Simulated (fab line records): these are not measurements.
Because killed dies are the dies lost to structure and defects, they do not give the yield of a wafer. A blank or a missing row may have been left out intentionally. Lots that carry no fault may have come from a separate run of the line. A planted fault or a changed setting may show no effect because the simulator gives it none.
fab line records | flow n5-finfet
record: lots: 4 | wafers: 12 | last-day: 20
route steps=1938 shown BEOL_M0_SAQP@646 BEOL_M4@1111 PASSIVATION@1936
lots untouched by any fault: they come from a run of this same line in which no faults occurred
start-h: the number of hours between the record's first day and the start of the first shown wafer of the lot | wait-h: hours from the lot's prior step to this one | " unchanged from the row above | L1.1+2: a single row standing in for several wafers | - value missing, or start not given | * or withheld: withheld | < > ~ a bound
route shown NAME@n: names a module that has steps shown in the file, with the first one's number in the route | usual: the fault-free wafers' mean and standard deviation | same: alike in all rows | chamber/n: place in a boat | sites: each site's reading | _std_site: standard deviation across them | _edge_site: the outer-site mean with the inner-site mean subtracted | radius-mm: for every site, how far away it sits from the centre of the wafer | mask NAME#n: copy n | behind: tool/chamber where the wafer was last shaped | hold: why the lot was held/for how many hours/how that ended | device: which transistor (n, p or np) failed to switch | end of line: the route-end tests of the same wafers | a step without rows: its recipe alone | killed: at the first sort, the dies lost to defects and structure; wafer yield is something else | map: the dies of a wafer, with x for killed, . for not killed, _ for no die there
set.NAME: the setting the step ran with; set.NAME@STEP: the setting that earlier step ran with | model.NAME: the simulator's own value behind a step, which no gauge read
certain route steps with their lots: each step a table, each wafer a row
services: from which hour (start-h, from the record's first day; less than 0 if before it) a tool's chamber was out of use, for how many hours, and why
== steps ==
step: N5_BEOL_M0_SAQP_EXPOSE_11
recipe: mask-id: M0_CORE | na: 1.35 | source-shape: dipole | sigma-inner: 0.538 | sigma-outer: 0.738 | polarization: te | target-cd-nm: 42 | dose-mj: 55
step: N5_BEOL_M0_SAQP_PEB_12
recipe: peb-temp-c: withheld | peb-time-s: 60 | resist: CAR-ArF
step: N5_BEOL_M0_SAQP_DEVELOP_13
recipe: develop-time-s: 30 | developer: TMAH | resist: CAR-ArF | dev-temp-c: 23 | rinse-liquid: diw | dry: air-spin
step: N5_BEOL_M0_SAQP_DESCUM_19
recipe: chemistry: O2 | time-s: 7.9 | source-power-w: 50 | bias-power-w: 20 | pressure-mtorr: 20 | rf-frequency-hz: 2.712e+07 | temp-c: 40 | resist: CAR-ArF | o2-flow-sccm: 225
step: N5_BEOL_M0_SAQP_ETCH_83
recipe: chemistry: CF4 | target: SiARC | target-depth-a: 390 | mask-material: CAR-ArF | time-s: 65 | ion-energy-ev: 80 | pressure-mtorr: 40 | source-w: 545 | bias-w: 36 | Ar_flow_sccm: 100 | cf4-flow-sccm: 100 | ends: cleared
step: N5_BEOL_M0_SAQP_ETCH_84
recipe: chemistry: N2/H2 | target: SOC | target-depth-a: 1000 | overetch-a: 200 | mask-material: SiARC | temp-c: 40 | time-s: 150 | ion-energy-ev: 200 | pressure-mtorr: 30 | source-w: 840 | bias-w: 150 | n2-flow-sccm: 200 | h2-flow-sccm: 200
step: N5_BEOL_M0_SAQP_STRIP_80
recipe: chemistry: N2/H2 | temp-c: 40 | n2-flow-sccm: 200 | h2-flow-sccm: 200 | rf-frequency-hz: 6e+07
step: N5_BEOL_M0_SAQP_HM_OPEN_112
recipe: chemistry: CHF3/O2 | target: SiO2 | stop-on: a-Si | target-depth-a: 120 | over-etch-frac: 1.25 | mask-material: SOC | time-s: 13.5 | pressure-mtorr: 30 | source-w: 650 | bias-w: 170 | Ar_flow_sccm: 200 | CHF3_flow_sccm: 50 | O2_flow_sccm: 5 | ion-energy-ev: 200 | ends: end-point
step: N5_BEOL_M0_SAQP_STRIP_113
recipe: chemistry: CHF3/O2 | resist: SiARC | rf-frequency-hz: 6e+07
step: N5_BEOL_M0_SAQP_MANDREL_ETCH_20
recipe: target-depth-a: 600 | chemistry: HBr/Cl2 | target: a-Si | stop-on: SiNx | bt-time-s: 10 | mask-material: SOC | over-etch-frac: 0.5 | time-s: 30 | pressure-mtorr: 10 | icp-w: 800 | bias-w: 75 | HBr_flow_sccm: 150 | Cl2_flow_sccm: 80 | ends: end-point
usual: drypump-motor-current-A: 5.5/0.43 | oes-product-au: 0.778/0.014 | over-etch-frac: 0.5/0 | rf-fwd-power-W: 795.2/2.5 | throttle-valve-pct: 35.26/0.2
lot.wafer | tool      | chamber | start-h | wait-h | drypump-motor-current-A | oes-product-au | over-etch-frac | rf-fwd-power-W | rf-hours-counter-h | throttle-valve-pct | model.SOC_of_BEOL_M0_SAQP_COAT_81.thk-nm | model.SiNx_of_BEOL_M0_SAQP_PECVD_97.thk-nm
L757.3    | rie-si-02 | 3       | 148.48  | 0.0    | 4.8                     | 0.770          | 0.5            | 797.0          | 28                 | 35.41              | 75.8                                     | 18.4
L757.5    | "         | 2       | "       | "      | 5.9                     | 0.783          | 0.5            | 794.3          | -                  | 34.96              | 75.4                                     | 18.6
L757.6    | "         | 1       | "       | "      | 5.4                     | 0.800          | 0.5            | 794.5          | -                  | 35.07              | 75.4                                     | 19
L762.1    | rie-si-02 | 1       | 180.86  | 0.0    | 5.4                     | 0.713          | 0.8666         | 796.1          | 37                 | 35.26              | 69                                       | 14.6
L762.2    | "         | 0       | "       | "      | 5.8                     | 0.682          | 0.8666         | 798.5          | 100                | 35.67              | 68.8                                     | 14.8
L762.4    | "         | 3       | "       | "      | 4.9                     | 0.690          | 0.8666         | 795.9          | 28                 | 35.56              | 69.4                                     | 15.4
L764.1    | rie-si-02 | 2       | 191.86  | 0.0    | 6.0                     | 0.683          | 0.8666         | 796.3          | 172                | 35.13              | 70.2                                     | 15.2
L764.3    | "         | 0       | "       | "      | 5.7                     | 0.681          | 0.8666         | 791.7          | 100                | 35.66              | 69.2                                     | 15
L764.4    | "         | 1       | "       | "      | 5.4                     | 0.707          | 0.8666         | 795.5          | 38                 | 35.26              | 69.8                                     | 15.4
L767.4    | rie-si-04 | 3       | 208.30  | 0.0    | 5.3                     | 0.769          | 0.5            | 798.9          | 169                | 35.38              | 75.8                                     | 18.6
L767.5    | "         | 3       | "       | "      | 5.3                     | 0.768          | 0.5            | 797.4          | -                  | 35.39              | 75.8                                     | 18.8
L767.6    | "         | 2       | "       | "      | 5.0                     | 0.793          | 0.5            | 793.1          | -                  | 35.38              | 76                                       | 19
step: N5_BEOL_M0_SAQP_STRIP_86
recipe: chemistry: N2/H2 | power-w: 500 | temp-c: 40 | pressure-mtorr: 50 | rf-frequency-hz: 6e+07 | overash-fraction: 0.3 | bias-power-w: 28 | h2-frac: 0.5 | n2-flow-sccm: 300 | h2-flow-sccm: 300
step: N5_BEOL_M0_SAQP_STRIP_115
recipe: chemistry: post-etch-residue-remover | time-s: 60 | temp-c: 25 | remover-ph: withheld | remover-water-wt-pct: withheld | remover-fluoride-wt-pct: withheld
step: N5_BEOL_M0_SAQP_SRD_93
recipe: dry: ipa-marangoni | time-s: 30 | temp-c: 23 | rinse-liquid: diw
step: N5_BEOL_M0_SAQP_RECESS_114
recipe: chemistry: HF/NH3 | target: SiO2 | target-depth-a: 144 | afs-cycles: 3 | temp-c: 30 | sublimation-temp-c: 180 | sublimation-time-s: 60
step: N5_BEOL_M0_SAQP_SPACER1_ALD_98
recipe: material: SiO2 | target-thk-a: 128 | temp-c: 300 | ald-precursor-family: BDEAS | ald-co-reactant: O2-plasma | pulse-time-s: 1 | purge-time-s: 2 | co-reactant-purge-time-s: 2 | ald-cycles: 138 | pressure-torr: 2
step: N5_BEOL_M0_SAQP_SPACER1_ETCHBACK_99
recipe: chemistry: CHF3/O2 | mode: anisotropic-etchback | target: SiO2 | target-depth-a: 154 | time-s: 7.7 | pressure-mtorr: 30 | source-w: 650 | bias-w: 170 | Ar_flow_sccm: 200 | CHF3_flow_sccm: 50 | O2_flow_sccm: 5 | ion-energy-ev: 200
step: N5_BEOL_M0_SAQP_MANDREL1_REMOVE_100
recipe: chemistry: HBr/Cl2/O2 | bt-time-s: 10 | target: a-Si | stop-on: SiNx | endpoint: OES-SiCl | over-etch-frac: 0.85 | icp-w: 600 | bias-w: 30 | HBr_flow_sccm: 150 | Cl2_flow_sccm: 80 | O2_flow_sccm: 5 | pressure-mtorr: 10
step: N5_BEOL_M0_SAQP_ETCH_101
recipe: chemistry: CH3F/O2 | target: SiNx | mask-material: SiO2 | target-depth-a: 299 | time-s: 42.7 | pressure-mtorr: 30 | source-w: 395 | bias-w: 73 | Ar_flow_sccm: 150 | CH3F_flow_sccm: 30 | O2_flow_sccm: 20 | ion-energy-ev: 120
step: N5_BEOL_M0_SAQP_ETCH_102
recipe: chemistry: CF4 | target: SiO2 | target-depth-a: 40 | ion-energy-ev: 350 | time-s: 4.4 | pressure-mtorr: 10 | icp-w: 800 | bias-w: 400 | cf4-flow-sccm: 80
step: N5_BEOL_M0_SAQP_MANDREL_ETCH_103
recipe: chemistry: HBr/Cl2 | target: a-Si | target-depth-a: 450 | bt-time-s: 10 | stop-on: SiCN | mask-material: SiO2 | over-etch-frac: 0.8 | time-s: 27 | pressure-mtorr: 10 | icp-w: 800 | bias-w: 75 | HBr_flow_sccm: 150 | Cl2_flow_sccm: 80 | ends: end-point
step: N5_BEOL_M0_SAQP_RECESS_104
recipe: chemistry: HF/NH3 | target: SiO2 | target-depth-a: 180 | afs-cycles: 3 | temp-c: 30 | sublimation-temp-c: 180 | sublimation-time-s: 60
step: N5_BEOL_M0_SAQP_COAT_105
recipe: resist: SOC | temp-c: 250 | time-s: 60 | spin-rpm: 1500 | resist-thk-nm: 100
step: N5_BEOL_M0_SAQP_ETCH_106
recipe: chemistry: N2/H2 | target: SOC | target-depth-a: 1500 | stop-on: SiNx | ion-energy-ev: 100 | bias-w: 61 | pressure-mtorr: 30 | source-w: 850 | n2-flow-sccm: 200 | h2-flow-sccm: 200
usual: drypump-motor-current-A: 5.9/0.38 | oes-product-au: 0.81/0.086 | rf-fwd-power-W: 843/3 | rf-vpp-V: 240.8/1.3 | showerhead-plenum-p-Torr: 2.54/0.081 | throttle-valve-pct: 17.78/0.16
lot.wafer | tool        | chamber | start-h | wait-h | drypump-motor-current-A | oes-product-au | rf-fwd-power-W | rf-hours-counter-h | rf-vpp-V | showerhead-plenum-p-Torr | throttle-valve-pct | model.SiNx_of_BEOL_M0_SAQP_PECVD_97.thk-nm
L757.3    | rie-diel-03 | 0       | 150.65  | -      | 6.0                     | 0.89           | 842            | 29                 | 240.2    | 2.49                     | 17.85              | 15.4
L757.5    | "           | 3       | "       | "      | 6.2                     | 0.82           | 845            | -                  | 239.9    | 2.46                     | 17.52              | 15.6
L757.6    | "           | 2       | "       | "      | 5.9                     | 0.84           | 848            | -                  | 241.5    | 2.59                     | 17.77              | 16
L762.1    | rie-diel-01 | 2       | 182.88  | -      | 5.7                     | 0.82           | 847            | 73                 | 241.8    | 2.58                     | 18.04              | 11.6
L762.2    | "           | 0       | "       | "      | 5.4                     | 0.91           | 841            | 13                 | 239.9    | 2.50                     | 17.73              | 11.8
L762.4    | "           | 1       | "       | "      | 5.7                     | 0.71           | 846            | 237                | 238.8    | 2.40                     | 18.19              | 12.4
L764.1    | rie-diel-06 | 0       | 193.85  | -      | 6.5                     | 0.75           | 844            | 149                | 243.5    | 2.65                     | 17.85              | 12.2
L764.3    | "           | 1       | "       | "      | 6.3                     | 0.92           | 843            | 15                 | 240.0    | 2.50                     | 17.81              | 12
L764.4    | "           | 3       | "       | "      | 5.8                     | 0.69           | 844            | 236                | 239.8    | 2.40                     | 17.74              | 12.6
L767.4    | rie-diel-03 | 1       | 212.03  | -      | 5.2                     | 0.68           | 837            | 231                | 240.3    | 2.61                     | 17.72              | 15.6
L767.5    | "           | 3       | "       | "      | 6.2                     | 0.80           | 848            | -                  | 239.9    | 2.45                     | 17.55              | 15.8
L767.6    | "           | 2       | "       | "      | 5.9                     | 0.82           | 846            | -                  | 241.6    | 2.58                     | 17.81              | 16
step: N5_BEOL_M0_SAQP_ETCH_107
recipe: chemistry: CH3F/O2 | target: SiNx | target-depth-a: 300 | mask-material: SOC | pressure-mtorr: 30 | source-w: 395 | bias-w: 73 | Ar_flow_sccm: 150 | CH3F_flow_sccm: 30 | O2_flow_sccm: 20 | ion-energy-ev: 120
step: N5_BEOL_M4_RC_MEAS_101
usual: DIBL_N: 36.3/1.1 | DIBL_P: 36.3/1.4 | IOFF_N: 0.155/0.019 | IOFF_P: 0.211/0.027 | ION_N: 672/8.5 | ION_P: 462/5.8 | SS_N: 71.5/0.56 | SS_P: 73.3/0.52 | VT_N: 249.9/2.5 | VT_P: -249.8/2.8
lot.wafer | tool      | chamber | start-h | wait-h | DIBL_N[mV/V] | DIBL_P[mV/V] | IOFF_N[nA/um] | IOFF_P[nA/um] | ION_N[uA/um] | ION_P[uA/um] | SS_N[mV/dec] | SS_P[mV/dec] | VT_N[mV] | VT_P[mV]
L757.3    | prober-02 | 0       | 289.88  | 0.3    | 35.3         | 35.3         | 0.149         | 0.185         | 672          | 461          | 71.3         | 73.5         | 249.7    | -252.8
L757.5    | "         | 0       | "       | "      | 36.5         | 37.0         | 0.173         | 0.213         | 683          | 468          | 71.7         | 73.4         | 246.0    | -247.2
L757.6    | "         | 0       | "       | "      | 37.4         | 37.2         | 0.183         | 0.226         | 678          | 457          | 71.5         | 73.6         | 247.7    | -249.5
L762.1    | prober-01 | 0       | 335.47  | 0.0    | 35.5         | 34.0         | 0.142         | 0.183         | 671          | 461          | 70.7         | 72.5         | 250.7    | -249.9
L762.2    | "         | 0       | "       | "      | 36.5         | 35.7         | 0.165         | 0.208         | 672          | 459          | 72.0         | 73.7         | 248.7    | -251.2
L762.4    | "         | 0       | "       | "      | 35.5         | 33.9         | 0.141         | 0.182         | 662          | 455          | 71.2         | 73.4         | 252.6    | -252.8
L764.1    | prober-02 | 0       | 354.88  | 0.0    | 35.3         | 34.7         | 0.149         | 0.230         | 675          | 468          | 71.3         | 72.3         | 248.8    | -244.9
L764.3    | "         | 0       | "       | "      | 34.4         | 33.6         | 0.127         | 0.205         | 668          | 465          | 71.0         | 73.2         | 250.5    | -245.8
L764.4    | "         | 0       | "       | "      | 37.8         | 37.0         | 0.181         | 0.268         | 672          | 468          | 72.1         | 74.3         | 245.3    | -246.3
L767.4    | prober-01 | 0       | 376.75  | 0.5    | 35.4         | 34.8         | 0.151         | 0.195         | 681          | 464          | 71.3         | 73.0         | 250.4    | -250.3
L767.5    | "         | 0       | "       | "      | 36.7         | 36.3         | 0.170         | 0.219         | 685          | 466          | 71.9         | 73.4         | 247.7    | -248.3
L767.6    | "         | 0       | "       | "      | 36.6         | 36.2         | 0.169         | 0.214         | 684          | 467          | 71.5         | 73.8         | 248.6    | -247.7
step: N5_PASSIVATION_PROBE_49
usual: defect-limited-yield: 91.4/1.2 | killed_at_M0_to_M3: 34/10 | killed_at_M4_up: 14/5.1 | killed-at-contacts: 12/6.4 | killed-at-front-end: 38/9.3 | killed-at-other: 4/3 | killed-dies: 102/15 | killed-open: 67/12 | killed-short: 33/6.9 | sort_bin_5_function: 5.0/0.86 | sort_bin_6_memory: 3.2/0.58 | sort-n-pass: 1078/15 | sort-yield-pct: 91.4/1.2
same: gross-dies: 1180 | killed-at-back-side: 0 | sort_bin_4_leakage[%]: 0 | sort_bin_8_speed[%]: 0
lot.wafer | tool      | chamber | start-h | wait-h | defect-limited-yield[%] | killed_at_M0_to_M3 | killed_at_M4_up | killed-at-contacts | killed-at-front-end | killed-at-other | killed-dies | killed-open | killed-short | sort_bin_5_function[%] | sort_bin_6_memory[%] | sort-n-pass | sort-yield-pct[%]
L762.4    | prober-01 | -       | 438.61  | 0.2    | 90.7                    | 25                 | 20              | 12                 | 43                  | 10              | 110         | 61          | 46           | 5.5                    | 3.6                  | 1070        | 90.7
killed by level:class
L762.4 FIN_SAQP:geometric-particle:short=12 MOL_CONTACT_COAG:geometric-particle:open=8 BEOL_M1:geometric-particle:open=8 FIN_SAQP:geometric-particle:open=7 BEOL_M5:geometric-particle:open=5 STARTING-WAFER:geometric-particle:short=5 BEOL_M4:geometric-particle:open=4 MOL_CONTACT_COAG:geometric-particle:short=4
== services ==
tool        | chamber | start-h | hours | kind
rie-diel-03 | 0       | 125.34  | 6.0   | repair
rie-diel-01 | 0       | 128.42  | -     | clean
rie-diel-01 | 0       | 128.42  | -     | consumable-replace:focus-ring
rie-diel-01 | 0       | 128.42  | 12.2  | scheduled-down
rie-diel-01 | 0       | 128.42  | 12.2  | vent-cycle
rie-diel-01 | 2       | 154.65  | 6.9   | repair
rie-diel-01 | 0       | 189.86  | 5.1   | repair
rie-diel-01 | 2       | 208.89  | 1.8   | repair
== key ==
first-sign: step: N5_BEOL_M0_SAQP_MANDREL_ETCH_20 | reading: over-etch-frac | direction: up | sigmas: 99+ | usual: 0.5 | struck: 0.8666
effect: step: N5_BEOL_M0_SAQP_MANDREL_ETCH_20 | reading: oes-product-au | direction: down | sigmas: 6.2 | usual: 0.778 | struck: 0.692
model-effect: step: N5_BEOL_M0_SAQP_MANDREL_ETCH_20 | value: SOC_of_BEOL_M0_SAQP_COAT_81.thk-nm | without: 75.4 | struck: 69.4
model-effect: step: N5_BEOL_M0_SAQP_ETCH_106 | value: SiNx_of_BEOL_M0_SAQP_PECVD_97.thk-nm | without: 15.23 | struck: 12.1
met-at N5_BEOL_M0_SAQP_MANDREL_ETCH_20
struck-wafers L762.1,L762.2,L762.4,L764.1,L764.3,L764.4
onset-between 148.48 180.86
fault: kind: process-parameter-drift | tool: rie-si-02 | chamber: - | onset-h: 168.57 | steps: N5_BEOL_M0_SAQP_MANDREL_ETCH_20 | channel: over-etch-frac | offset: 0.3666 | shape: step | end-h: 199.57 | acts-in: these-recipes-only | stated: 0.5
